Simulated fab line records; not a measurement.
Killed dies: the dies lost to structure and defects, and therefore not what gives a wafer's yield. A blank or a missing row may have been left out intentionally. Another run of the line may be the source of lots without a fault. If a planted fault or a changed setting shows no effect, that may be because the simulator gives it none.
fab line records	flow n5Finfet
[record] lots = 6	wafers = 17	lastDay = 20
route steps=1938 shown BEOL_M1@819 BEOL_M4@1111 PASSIVATION@1936
lots untouched by any fault: they come from a run of this same line in which no faults occurred
startH: the number of hours between the record's first day and the start of the first shown wafer of the lot	waitH: hours elapsed since this lot's preceding step	" the same as in the row above	L1.1+2: a single row standing in for several wafers	- no value, or no start was given	* or withheld: withheld	< > ~ a bound
route shown NAME@n: NAME is a module with steps in the file, n the number in the route of the first one	usual: mean/standard deviation taken from wafers without a fault	same: alike in all rows	chamber/n: place in a boat	sites: readings site by site	_std_site: the standard deviation of these	_edge_site: mean of outer sites minus mean of inner sites	radiusMm: how far each site lies from the wafer's centre	mask NAME#n: copy n	behind: tool/chamber where the wafer was last shaped	hold: cause of the lot's hold/its duration in hours/its outcome	device: names the non-switching transistor (n, p or np)	end of line: tests run on the same wafers once the route is complete	a step with no rows: only its recipe	killed: not the wafer's yield, but the dies lost to structure and defects at the first sort	map: per-die view of a wafer (x killed, . not killed, _ where there is no die)
set.NAME: the run value of the setting; set.NAME@STEP: its run value at that earlier step	model.NAME: the simulator's own value behind a step, which no gauge read
lots seen at some steps along the route; tables by step, rows by wafer
services: when a tool's chamber went out of use (startH, in hours from the record's first day, below 0 if earlier), for how many hours, and the reason
[[steps]]
[step N5_BEOL_M1_ANNEAL_82]
[recipe] tempC = 400	timeS = 240	ambient = vacuum
[step N5_BEOL_M1_SPUTTER_86]
[recipe] material = Cu	targetThkA = 45	tempC = -20	chamberPressurePa = 0.07	powerW = withheld	timeS = 8.29
[usual] throttleValvePct = 29.6/0.83
lot.wafer	tool	chamber	startH	waitH	throttleValvePct
L828.1	pvdSputter-02	-	180.04	0.1	30.5
L828.5	"	-	"	"	29.3
L828.6	"	-	"	"	30.2
L832.3	pvdSputter-02	-	196.24	0.1	30.6
L832.5	"	-	"	"	30.5
L832.6	"	-	"	"	29.6
L834.3	pvdSputter-02	-	210.94	0.1	29.3
L834.5	"	-	"	"	29.4
L834.6	"	-	"	"	28.7
L833.1	pvdSputter-02	-	220.01	0.1	30.6
L833.3	"	-	"	"	28.9
L833.5	"	-	"	"	29.0
L836.3	pvdSputter-02	-	228.37	0.1	30.6
L836.4	"	-	"	"	29.2
L837.2	pvdSputter-01	-	243.63	0.1	28.5
L837.4	"	-	"	"	30.6
L837.6	"	-	"	"	30.6
[step N5_BEOL_M1_ANNEAL_87]
[recipe] tempC = 400	timeS = 240	ambient = vacuum
[usual] heaterPowerW = 812/56
lot.wafer	tool	chamber	startH	waitH	heaterPowerW
L828.1	pvdSputter-02	-	180.12	0.0	879
L828.5	"	-	"	"	773
L828.6	"	-	"	"	882
L832.3	pvdSputter-02	-	196.32	0.0	866
L832.5	"	-	"	"	886
L832.6	"	-	"	"	722
L834.3	pvdSputter-02	-	211.02	0.0	773
L834.5	"	-	"	"	741
L834.6	"	-	"	"	773
L833.1	pvdSputter-02	-	220.09	0.0	868
L833.3	"	-	"	"	803
L833.5	"	-	"	"	804
L836.3	pvdSputter-02	-	228.45	0.0	865
L836.4	"	-	"	"	768
L837.2	pvdSputter-01	-	243.71	0.0	751
L837.4	"	-	"	"	843
L837.6	"	-	"	"	860
[step N5_BEOL_M1_SPUTTER_88]
[recipe] material = Cu	targetThkA = 45	tempC = -20	chamberPressurePa = 0.07	powerW = withheld	timeS = 8.29
[step N5_BEOL_M1_ANNEAL_89]
[recipe] tempC = 400	timeS = 240	ambient = vacuum
[usual] heaterPowerW = 810/56
lot.wafer	tool	chamber	startH	waitH	heaterPowerW
L828.1	pvdSputter-02	-	180.34	0.0	855
L828.5	"	-	"	"	760
L828.6	"	-	"	"	863
L832.3	pvdSputter-02	-	196.54	0.0	862
L832.5	"	-	"	"	872
L832.6	"	-	"	"	728
L834.3	pvdSputter-02	-	211.24	0.0	772
L834.5	"	-	"	"	711
L834.6	"	-	"	"	800
L833.1	pvdSputter-02	-	220.31	0.0	857
L833.3	"	-	"	"	799
L833.5	"	-	"	"	811
L836.3	pvdSputter-02	-	228.67	0.0	860
L836.4	"	-	"	"	769
L837.2	pvdSputter-01	-	243.93	0.0	761
L837.4	"	-	"	"	859
L837.6	"	-	"	"	868
[step N5_BEOL_M1_SPUTTER_90]
[recipe] material = Cu	targetThkA = 45	tempC = -20	chamberPressurePa = 0.07	powerW = withheld	timeS = 8.29
[step N5_BEOL_M1_ANNEAL_91]
[recipe] tempC = 400	timeS = 240	ambient = vacuum
[step N5_BEOL_M1_SPUTTER_92]
[recipe] material = Cu	targetThkA = 45	tempC = -20	chamberPressurePa = 0.07	powerW = withheld	timeS = 8.29
[step N5_BEOL_M1_ANNEAL_93]
[recipe] tempC = 400	timeS = 240	ambient = vacuum
[usual] heaterPowerW = 810/57
lot.wafer	tool	chamber	startH	waitH	heaterPowerW
L828.1	pvdSputter-02	-	180.78	0.0	870
L828.5	"	-	"	"	768
L828.6	"	-	"	"	874
L832.3	pvdSputter-02	-	196.98	0.0	878
L832.5	"	-	"	"	871
L832.6	"	-	"	"	701
L834.3	pvdSputter-02	-	211.68	0.0	760
L834.5	"	-	"	"	719
L834.6	"	-	"	"	820
L833.1	pvdSputter-02	-	220.75	0.0	877
L833.3	"	-	"	"	779
L833.5	"	-	"	"	788
L836.3	pvdSputter-02	-	229.11	0.0	862
L836.4	"	-	"	"	763
L837.2	pvdSputter-01	-	244.37	0.0	760
L837.4	"	-	"	"	849
L837.6	"	-	"	"	845
[step N5_BEOL_M1_SPUTTER_94]
[recipe] material = Cu	targetThkA = 45	tempC = -20	chamberPressurePa = 0.07	powerW = withheld	timeS = 8.29
[step N5_BEOL_M1_ANNEAL_95]
[recipe] tempC = 400	timeS = 240	ambient = vacuum
[step N5_BEOL_M1_SPUTTER_96]
[recipe] material = Cu	targetThkA = 45	tempC = -20	chamberPressurePa = 0.07	powerW = withheld	timeS = 8.29
[usual] throttleValvePct = 29.7/0.8
lot.wafer	tool	chamber	startH	waitH	throttleValvePct
L828.1	pvdSputter-02	-	181.14	0.1	30.3
L828.5	"	-	"	"	29.4
L828.6	"	-	"	"	30.4
L832.3	pvdSputter-02	-	197.34	0.1	30.1
L832.5	"	-	"	"	30.6
L832.6	"	-	"	"	29.7
L834.3	pvdSputter-02	-	212.04	0.1	29.0
L834.5	"	-	"	"	29.7
L834.6	"	-	"	"	29.1
L833.1	pvdSputter-02	-	221.11	0.1	30.1
L833.3	"	-	"	"	29.0
L833.5	"	-	"	"	28.8
L836.3	pvdSputter-02	-	229.47	0.1	30.5
L836.4	"	-	"	"	29.4
L837.2	pvdSputter-01	-	244.73	0.1	28.2
L837.4	"	-	"	"	30.6
L837.6	"	-	"	"	30.7
[step N5_BEOL_M1_ECD_50]
[recipe] material = Cu	targetThkA = 3000
lot.wafer	tool	chamber	startH	waitH	model.Cu_of_BEOL_M1_ECD_50.thkNm
L828.1	ecdCu-02	1	181.26	0.1	301.6
L828.5	"	0	"	"	298
L828.6	"	1	"	"	297.6
L832.3	ecdCu-01	0	197.47	0.1	298.6
L832.5	"	0	"	"	298.8
L832.6	"	1	"	"	299.8
L834.3	ecdCu-01	0	212.18	0.1	300.4
L834.5	"	0	"	"	304.4
L834.6	"	1	"	"	401.6
L833.1	ecdCu-02	1	221.22	0.1	300.2
L833.3	"	0	"	"	293.2
L833.5	"	0	"	"	299
L836.3	ecdCu-02	0	229.60	0.1	298.6
L836.4	"	1	"	"	299.6
L837.2	ecdCu-01	0	244.84	0.1	301.8
L837.4	"	1	"	"	401.6
L837.6	"	0	"	"	402
[step N5_BEOL_M1_ANNEAL_51]
[recipe] tempC = 225	timeS = 90	ambient = N2
[step N5_BEOL_M1_CMP_52]
[recipe] stopOn = SiOC	tOverpolishS = 6.8	downForcePsi = 1	platenRpm = 50	clearingPlatenDownForcePsi = 1.5	clearingPlatenRpm = 50	postCmpClean = cuAlkaline	targetThkNm = 40	clearingPlatenPadVelocityMS = 0.99484	padVelocityMS = 0.99484
[usual] motorCurrentA = 6.2/0.78	timeToEndpointS = 63/3.8
lot.wafer	tool	chamber	startH	waitH	motorCurrentA	timeToEndpointS
L828.1	cmp-02	0	181.81	0.3	7.7	66
L828.5	"	3	"	"	6.5	55
L828.6	"	0	"	"	8.0	61
L832.3	cmp-01	3	197.94	0.3	5.7	67
L832.5	"	0	"	"	6.9	63
L832.6	"	1	"	"	5.3	58
L834.3	cmp-02	3	212.61	0.2	6.0	59
L834.5	"	1	"	"	5.3	66
L834.6	"	2	"	"	5.3	82
L833.3	cmp-01	1	221.67	0.2	5.3	52
L833.1	"	2	"	"	6.0	62
L833.5	"	3	"	"	5.3	64
L836.3	cmp-04	3	229.96	0.2	6.3	68
L836.4	"	0	"	"	5.7	62
L837.2	cmp-04	0	245.22	0.2	5.9	63
L837.4	"	3	"	"	6.2	91
L837.6	"	1	"	"	7.1	85
[step N5_BEOL_M1_THK_MEAS_53]
[recipe] thkMeasGauge = xrf	reads = Cu_of_BEOL_M1_ECD_50
[usual] M1_THK = 40.0/2
lot.wafer	tool	chamber	startH	waitH	M1_THK[nm]
L828.1	filmMetro-02	-	182.07	-	39.9
L828.5	"	-	"	"	37.8
L828.6	"	-	"	"	41.3
L832.3	filmMetro-02	-	198.13	-	39.5
L832.5	"	-	"	"	39.2
L832.6	"	-	"	"	35.6
L834.3	filmMetro-02	-	212.83	-	40.7
L834.5	"	-	"	"	45.1
L834.6	"	-	"	"	41.7
L833.1	filmMetro-02	-	221.89	-	39.5
L833.3	"	-	"	"	36.3
L833.5	"	-	"	"	39.0
L836.3	filmMetro-01	-	230.26	-	38.3
L836.4	"	-	"	"	39.4
L837.2	filmMetro-02	-	245.51	-	38.7
L837.4	"	-	"	"	38.8
L837.6	"	-	"	"	39.9
[step N5_BEOL_M4_RC_MEAS_101]
[usual] DIBL_N = 36.5/2.1	DIBL_P = 36.6/2.6	IOFF_N = 0.17/0.044	IOFF_P = 0.21/0.048	ION_N = 674/17	ION_P = 462/9.5	SS_N = 71.6/0.77	SS_P = 73.5/0.72	VT_N = 250/4.2	VT_P = -250/3.9
lot.wafer	tool	chamber	startH	waitH	DIBL_N[mV/V]	DIBL_P[mV/V]	IOFF_N[nA/um]	IOFF_P[nA/um]	ION_N[uA/um]	ION_P[uA/um]	SS_N[mV/dec]	SS_P[mV/dec]	VT_N[mV]	VT_P[mV]
L828.1	prober-02	0	256.87	0.0	37.4	36.7	0.18	0.20	687	463	71.2	73.7	247	-252
L828.5	"	0	"	"	37.1	36.7	0.17	0.20	680	463	71.1	74.0	247	-252
L828.6	"	0	"	"	35.8	35.7	0.14	0.17	673	456	70.4	73.7	251	-257
L832.3	prober-01	0	276.03	0.3	38.7	40.4	0.24	0.26	685	466	71.9	74.7	247	-251
L832.5	"	0	"	"	34.3	34.4	0.13	0.17	661	453	71.3	72.4	255	-257
L832.6	"	0	"	"	34.7	35.8	0.15	0.19	678	462	70.9	73.5	250	-255
L834.3	prober-01	0	288.53	0.3	37.6	37.2	0.18	0.20	678	458	71.9	73.1	249	-251
L834.5	"	0	"	"	35.9	35.8	0.17	0.20	695	473	71.0	73.6	244	-250
L834.6	"	0	"	"	36.9	36.7	0.16	0.21	684	462	71.3	73.8	251	-253
L833.1	prober-02	0	299.86	0.0	37.1	37.3	0.15	0.19	649	446	71.8	73.7	250	-255
L833.3	"	0	"	"	36.4	39.2	0.17	0.23	682	463	71.4	74.4	249	-252
L833.5	"	0	"	"	34.2	35.2	0.13	0.18	664	459	71.0	73.3	253	-251
L836.3	prober-02	0	301.10	0.8	34.5	33.2	0.11	0.18	653	450	70.7	72.4	254	-252
L836.4	"	0	"	"	40.4	39.9	0.24	0.30	693	479	72.2	73.5	243	-246
L837.2	prober-01	0	320.89	0.7	32.3	31.4	0.11	0.14	641	447	70.7	72.3	256	-257
L837.4	"	0	"	"	35.9	37.0	0.18	0.23	688	467	71.8	74.4	249	-249
L837.6	"	0	"	"	35.5	35.6	0.15	0.20	659	454	71.7	73.6	252	-254
[step N5_PASSIVATION_PROBE_49]
[usual] defectLimitedYield = 91.2/1.5	killed_at_M0_to_M3 = 36/10	killed_at_M4_up = 14/5.2	killedAtContacts = 12/6	killedAtFrontEnd = 37/10	killedAtOther = 4/3.3	killedDies = 104/18	killedOpen = 68/14	killedShort = 34/7.4	sort_bin_5_function = 5.2/1	sort_bin_6_memory = 3.3/0.7	sort_bin_8_speed = 0.01/0.045	sortNPass = 1076/18	sortYieldPct = 91.2/1.5
[same] grossDies = 1180	killedAtBackSide = 0	sort_bin_4_leakage[%] = 0
lot.wafer	tool	chamber	startH	waitH	defectLimitedYield[%]	killed_at_M0_to_M3	killed_at_M4_up	killedAtContacts	killedAtFrontEnd	killedAtOther	killedDies	killedOpen	killedShort	sort_bin_5_function[%]	sort_bin_6_memory[%]	sort_bin_8_speed[%]	sortNPass	sortYieldPct[%]
L828.1	prober-01	-	377.98	0.0	91.4	30	11	13	42	5	101	69	29	4.9	3.3	0	1079	91.4
L828.5	prober-01	-	378.18	0.2	88.9	44	20	10	49	8	131	81	48	6.2	4.3	0	1049	88.9
L828.6	prober-01	-	378.23	0.3	90.8	37	17	9	40	5	108	62	43	6.3	2.6	0	1072	90.8
L832.3	prober-01	-	388.79	0.1	91.6	41	7	7	43	1	99	66	33	5.9	2.3	0	1081	91.6
L832.5	prober-01	-	388.89	0.2	90.7	34	13	7	54	2	110	68	40	7.0	2.1	0	1070	90.7
L832.6	prober-01	-	388.94	0.3	91.9	38	18	5	31	3	95	64	31	4.2	3.4	0	1085	91.9
L836.3	prober-01	-	399.16	0.1	90.8	51	11	11	31	4	108	68	40	5.4	3.6	0	1072	90.8
L836.4	prober-01	-	399.21	0.2	91.5	42	14	2	28	14	100	58	33	4.8	3.3	0	1080	91.5
L834.3	prober-01	-	401.30	0.1	90.5	30	15	14	48	5	112	76	35	5.0	4.1	0	1068	90.5
L834.5	prober-01	-	401.40	0.2	90.7	30	15	15	41	9	110	71	35	5.6	3.5	0	1070	90.7
L834.6	prober-01	-	401.45	0.3	91.8	36	13	17	25	6	97	67	29	3.7	4.1	0	1083	91.8
L833.1	prober-02	-	419.59	0.0	91.0	40	9	15	41	1	106	65	39	5.1	3.6	0	1074	91.0
L833.3	prober-02	-	419.69	0.1	91.4	26	9	28	31	8	102	66	34	5.3	3.1	0	1078	91.4
L833.5	prober-02	-	419.79	0.2	89.4	46	17	23	33	6	125	70	55	6.9	3.1	0	1055	89.4
L837.2	prober-01	-	470.39	0.1	91.6	29	19	7	41	3	99	60	35	5.1	2.9	0.17	1079	91.4
L837.4	prober-01	-	470.49	0.2	88.3	36	13	16	67	6	138	99	39	6.3	5.3	0	1042	88.3
L837.6	prober-01	-	470.59	0.3	90.3	35	22	16	38	4	115	81	34	6.1	3.4	0	1065	90.3
// killed by level:class
L828.1 FIN_SAQP:geometricParticle:open=13 MOL_CONTACT_COAG:geometricParticle:open=11 BEOL_M0_SAQP:geometricParticle:open=8 FIN_SAQP:geometricParticle:short=7 STI_FIN_REVEAL:geometricParticle:open=7 BEOL_M0_SAQP:geometricParticle:short=6 BEOL_M2:geometricParticle:open=6 DUMMY_GATE:geometricParticle:open=5
L828.5 BEOL_M0_SAQP:geometricParticle:short=20 FIN_SAQP:geometricParticle:short=11 STI_FIN_REVEAL:geometricParticle:open=11 FIN_SAQP:geometricParticle:open=8 MOL_CONTACT_COAG:geometricParticle:open=8 BEOL_M4:geometricParticle:open=8 BEOL_M0_SAQP:geometricParticle:open=7 BEOL_M2:geometricParticle:open=7
L828.6 BEOL_M0_SAQP:geometricParticle:short=11 BEOL_M0_SAQP:geometricParticle:open=11 FIN_SAQP:geometricParticle:short=10 FIN_SAQP:geometricParticle:open=8 MOL_CONTACT_COAG:geometricParticle:open=8 BEOL_M3:geometricParticle:open=8 STARTING-WAFER:geometricParticle:short=8 BEOL_M4:geometricParticle:open=6
L832.3 BEOL_M0_SAQP:geometricParticle:short=10 STI_FIN_REVEAL:geometricParticle:open=10 BEOL_M3:geometricParticle:open=9 FIN_SAQP:geometricParticle:open=8 BEOL_M0_SAQP:geometricParticle:open=8 STI_FIN_REVEAL:geometricParticle:short=7 MOL_CONTACT_COAG:geometricParticle:open=7 BEOL_M1:geometricParticle:open=7
L832.5 STI_FIN_REVEAL:geometricParticle:open=13 FIN_SAQP:geometricParticle:short=10 FIN_SAQP:geometricParticle:open=8 BEOL_M3:geometricParticle:open=8 BEOL_M0_SAQP:geometricParticle:short=7 DUMMY_GATE:geometricParticle:open=6 STARTING-WAFER:geometricParticle:short=6 MOL_CONTACT_COAG:geometricParticle:open=5
L832.6 FIN_SAQP:geometricParticle:open=13 BEOL_M0_SAQP:geometricParticle:short=12 BEOL_M2:geometricParticle:open=9 BEOL_M4:geometricParticle:open=8 BEOL_M0_SAQP:geometricParticle:open=6 STI_FIN_REVEAL:geometricParticle:open=5 BEOL_M3:geometricParticle:open=5 FIN_SAQP:geometricParticle:short=4
L836.3 BEOL_M0_SAQP:geometricParticle:open=18 BEOL_M0_SAQP:geometricParticle:short=16 FIN_SAQP:geometricParticle:open=10 FIN_SAQP:geometricParticle:short=9 MOL_CONTACT_COAG:geometricParticle:open=9 BEOL_M3:geometricParticle:open=6 STI_FIN_REVEAL:geometricParticle:open=4 BEOL_M1:geometricParticle:open=4
L836.4 BEOL_M0_SAQP:geometricParticle:open=9 PASSIVATION:areaEtch=9 BEOL_M0_SAQP:geometricParticle:short=8 FIN_SAQP:geometricParticle:open=7 FIN_SAQP:geometricParticle:short=6 BEOL_M3:geometricParticle:open=6 BEOL_M4:geometricParticle:open=6 BEOL_M0:geometricParticle:open=5
L834.3 BEOL_M0_SAQP:geometricParticle:open=15 MOL_CONTACT_COAG:geometricParticle:open=12 FIN_SAQP:geometricParticle:open=11 FIN_SAQP:geometricParticle:short=11 BEOL_M4:geometricParticle:open=8 STI_FIN_REVEAL:geometricParticle:open=8 BEOL_M0_SAQP:geometricParticle:short=8 GATE_CUT:geometricParticle:short=4
L834.5 MOL_CONTACT_COAG:geometricParticle:open=12 STI_FIN_REVEAL:geometricParticle:open=10 BEOL_M0_SAQP:geometricParticle:short=9 FIN_SAQP:geometricParticle:open=8 BEOL_M0_SAQP:geometricParticle:open=8 FIN_SAQP:geometricParticle:short=5 STI_FIN_REVEAL:geometricParticle:short=5 BEOL_M3:geometricParticle:open=5
L834.6 MOL_CONTACT_COAG:geometricParticle:open=16 BEOL_M0_SAQP:geometricParticle:short=12 BEOL_M0_SAQP:geometricParticle:open=12 BEOL_M4:geometricParticle:open=9 BEOL_M3:geometricParticle:open=8 GATE_CUT:geometricParticle:short=4 STI_FIN_REVEAL:geometricParticle:open=3 STARTING-WAFER:geometricParticle:short=3
L833.1 BEOL_M0_SAQP:geometricParticle:short=13 FIN_SAQP:geometricParticle:open=10 MOL_CONTACT_COAG:geometricParticle:open=10 BEOL_M0_SAQP:geometricParticle:open=8 FIN_SAQP:geometricParticle:short=5 MOL_CONTACT_COAG:geometricParticle:short=5 BEOL_M2:geometricParticle:open=5 BEOL_M3:geometricParticle:open=5
L833.3 MOL_CONTACT_COAG:geometricParticle:open=23 BEOL_M3:geometricParticle:short=7 STI_FIN_REVEAL:geometricParticle:open=6 BEOL_M2:geometricParticle:open=6 DUMMY_GATE:geometricParticle:open=5 MOL_CONTACT_COAG:geometricParticle:short=5 BEOL_M4:geometricParticle:open=4 GATE_CUT:geometricParticle:short=4
L833.5 BEOL_M0_SAQP:geometricParticle:open=16 MOL_CONTACT_COAG:geometricParticle:open=15 BEOL_M0_SAQP:geometricParticle:short=12 MOL_CONTACT_COAG:geometricParticle:short=8 BEOL_M3:geometricParticle:open=7 GATE_CUT:geometricParticle:short=5 BEOL_M5:geometricParticle:short=5 FIN_SAQP:geometricParticle:short=4
L837.2 BEOL_M0_SAQP:geometricParticle:short=9 BEOL_M4:geometricParticle:open=7 FIN_SAQP:geometricParticle:short=6 FIN_SAQP:geometricParticle:open=6 STI_FIN_REVEAL:geometricParticle:open=6 BEOL_M0_SAQP:geometricParticle:open=6 DUMMY_GATE:geometricParticle:open=5 GATE_CUT:geometricParticle:short=5
L837.4 STI_FIN_REVEAL:geometricParticle:open=25 MOL_CONTACT_COAG:geometricParticle:open=15 FIN_SAQP:geometricParticle:open=13 FIN_SAQP:geometricParticle:short=12 BEOL_M3:geometricParticle:open=11 BEOL_M2:geometricParticle:open=6 BEOL_M0_SAQP:geometricParticle:short=5 BEOL_M4:geometricParticle:open=5
L837.6 MOL_CONTACT_COAG:geometricParticle:open=15 FIN_SAQP:geometricParticle:open=10 BEOL_M0_SAQP:geometricParticle:open=9 BEOL_M5:geometricParticle:open=8 BEOL_M0_SAQP:geometricParticle:short=6 BEOL_M1:geometricParticle:open=6 STI_FIN_REVEAL:geometricParticle:open=5 BEOL_M4:geometricParticle:open=5
[[services]]
tool	chamber	startH	hours	kind
ecdCu-02	-	171.39	0.9	repair
cmp-02	-	173.39	1.6	repair
cmp-04	-	177.98	9.0	pm
ecdCu-02	-	192.12	1.0	repair
cmp-02	-	216.81	1.2	repair
cmp-01	-	217.37	1.1	repair
pvdSputter-01	-	219.23	4.0	repair
cmp-02	-	231.63	10.3	pm
[[key]]
[firstSign] step = N5_BEOL_M1_CMP_52	reading = timeToEndpointS	direction = up	sigmas = 6	usual = *	struck = *
effect none on later readings
[modelEffect] step = N5_BEOL_M1_ECD_50	value = Cu_of_BEOL_M1_ECD_50.thkNm	without = 304.7	struck = 401.7
metAt N5_BEOL_M1_ECD_50
struckWafers L834.6,L837.4,L837.6
onsetBetween 197.47 212.18
[fault] kind = processParameterDrift	tool = ecdCu-01	chamber = -	onsetH = 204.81	steps = N5_BEOL_M1_ECD_50	channel = targetThkA	offset = *	shape = step	endH = 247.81	scope = struckWafersOnly	actsIn = *	stated = *
